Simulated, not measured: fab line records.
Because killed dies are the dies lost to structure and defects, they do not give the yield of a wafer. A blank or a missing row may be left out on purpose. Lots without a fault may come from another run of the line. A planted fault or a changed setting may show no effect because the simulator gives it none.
Which of the tools did it? + flow n5Finfet + 14 lots, 42 wafers sampled, at 3 steps of a route of 1938

WHAT THE GAUGES SHOWED, per wafer
N5_START_INSPECT_01: inspects for defects (unpatterned scan).
| lot  | measured    | on               | rawDefectCount |
|------|-------------|------------------|----------------|
| L955 | day 1 18:02 | defectInspect-01 | 10 7 7         |
| L956 | day 2 00:02 | defectInspect-01 | 8 6 6          |
| L957 | day 2 06:02 | defectInspect-02 | 5 5 8          |
| L958 | day 2 12:02 | defectInspect-02 | 11 5 5         |
| L961 | day 3 06:02 | defectInspect-01 | 6 3 4          |
| L966 | day 4 12:02 | defectInspect-02 | 7 8 8          |
| L968 | day 5 00:02 | defectInspect-01 | 3 7 4          |
| L969 | day 5 06:02 | defectInspect-02 | 11 3 6         |
| L971 | day 5 18:02 | defectInspect-02 | 6 3 11         |
| L972 | day 6 00:02 | defectInspect-01 | 7 3 6          |
| L973 | day 6 06:02 | defectInspect-02 | 8 3 5          |
| L974 | day 6 12:02 | defectInspect-01 | 5 5 4          |
| L976 | day 7 00:02 | defectInspect-01 | 4 3 5          |
| L977 | day 7 06:02 | defectInspect-01 | 7 5 6          |

N5_WELL_APT_CD_MEAS_08 targets a cd of 200 nm.
| lot  | measured    | on       | cdNm (nm)         |
|------|-------------|----------|-------------------|
| L955 | day 1 20:04 | cdSem-03 | 200.8 199.7 200.5 |
| L958 | day 2 13:34 | cdSem-01 | 201.0 200.6 199.9 |
| L961 | day 3 07:37 | cdSem-03 | 199.9 198.4 201.4 |
| L966 | day 4 13:37 | cdSem-02 | 200.7 201.9 202.1 |
| L968 | day 5 02:14 | cdSem-01 | 198.1 196.7 198.3 |
| L969 | day 5 07:41 | cdSem-02 | 197.3 199.6 197.7 |
| L971 | day 5 19:49 | cdSem-02 | 199.2 198.3 199.9 |
| L972 | day 6 02:00 | cdSem-03 | 201.2 200.8 198.8 |
| L973 | day 6 07:34 | cdSem-01 | 202.6 200.7 201.0 |
| L974 | day 6 13:34 | cdSem-01 | 199.5 199.2 198.5 |
| L976 | day 7 01:44 | cdSem-02 | 201.7 201.4 200.8 |
| L977 | day 7 07:52 | cdSem-01 | 199.8 199.1 199.8 |

EACH LOT AND THE TOOL THAT RAN IT (in order: tool; ch and the chambers of the sampled wafers; start)
| lot  | N5_ZERO_LAYER_DEVELOP_10        |
|------|---------------------------------|
| L955 | lithoTrack-02 ch 0, day 1 18:39 |
| L956 | lithoTrack-03, day 2 00:32      |
| L957 | lithoTrack-03, day 2 06:32      |
| L958 | lithoTrack-03 ch 0, day 2 12:32 |
| L961 | lithoTrack-01 ch 0, day 3 06:34 |
| L966 | lithoTrack-02 ch 0, day 4 12:35 |
| L968 | lithoTrack-03 ch 0, day 5 00:40 |
| L969 | lithoTrack-03 ch 0, day 5 06:39 |
| L971 | lithoTrack-03 ch 0, day 5 18:39 |
| L972 | lithoTrack-03 ch 0, day 6 00:50 |
| L973 | lithoTrack-01 ch 0, day 6 06:32 |
| L974 | lithoTrack-02 ch 0, day 6 12:32 |
| L976 | lithoTrack-02 ch 0, day 7 00:32 |
| L977 | lithoTrack-02 ch 0, day 7 06:50 |
- N5_ZERO_LAYER_DEVELOP_10: develop time 60 s.

AS READ BY THE TOOLS THEMSELVES (means over the sampled wafers that have a number; for cases with no such wafer, the mark the record gives instead)
N5_ZERO_LAYER_DEVELOP_10.
| lot  | tool          | chillPlateTempC (C) | exhaustPa (Pa) |
|------|---------------|---------------------|----------------|
| L955 | lithoTrack-02 | 23.01               | 43.2           |
| L956 | lithoTrack-03 | -                   | -              |
| L957 | lithoTrack-03 | -                   | -              |
| L958 | lithoTrack-03 | 23.11               | 45.0           |
| L961 | lithoTrack-01 | 22.84               | 46.4           |
| L966 | lithoTrack-02 | 23.13               | 43.7           |
| L968 | lithoTrack-03 | 23.02               | 45.6           |
| L969 | lithoTrack-03 | 22.97               | 46.3           |
| L971 | lithoTrack-03 | 23.01               | 45.5           |
| L972 | lithoTrack-03 | 23.03               | 44.6           |
| L973 | lithoTrack-01 | 23.04               | 45.2           |
| L974 | lithoTrack-02 | 23.04               | 45.6           |
| L976 | lithoTrack-02 | 22.87               | 46.1           |
| L977 | lithoTrack-02 | 23.08               | 44.7           |

THE ANSWER, worked out from the rows above alone
Rule: what is usual is taken from the lots themselves. The widest of any qualifying gaps counts: lots, ordered by their means at a reading, are off when they make up no more than a third of the lots, leave a main group of 4 or more, and stand apart from it by 3 or more times the standard deviation of that group's means. A main group is skipped when, at the precision printed for the reading in the tables above, its means are all equal. Also off: a lot with no number at a reading for which 4 or more lots have one. Where the step has rows for the other lots, those lots are counted as sound. First the gauges in route order, then the tools' own readings, where a lot's mean is used as printed above. At the first step where some lot is off, the reading lying furthest off is the one used; lots without a number count as furthest.
Off at N5_ZERO_LAYER_DEVELOP_10 (chillPlateTempC): L956, L957. Without a number there: L956, L957. Main group: mean 23.01 C, sd 0.082.
If a tool, at that step or one of the process steps before it, ran each lot that is off and ran no sound lot following the first of them, it fits. No candidate that was tried fits.

WHAT HAD BEEN PUT IN BY THE SIMULATOR
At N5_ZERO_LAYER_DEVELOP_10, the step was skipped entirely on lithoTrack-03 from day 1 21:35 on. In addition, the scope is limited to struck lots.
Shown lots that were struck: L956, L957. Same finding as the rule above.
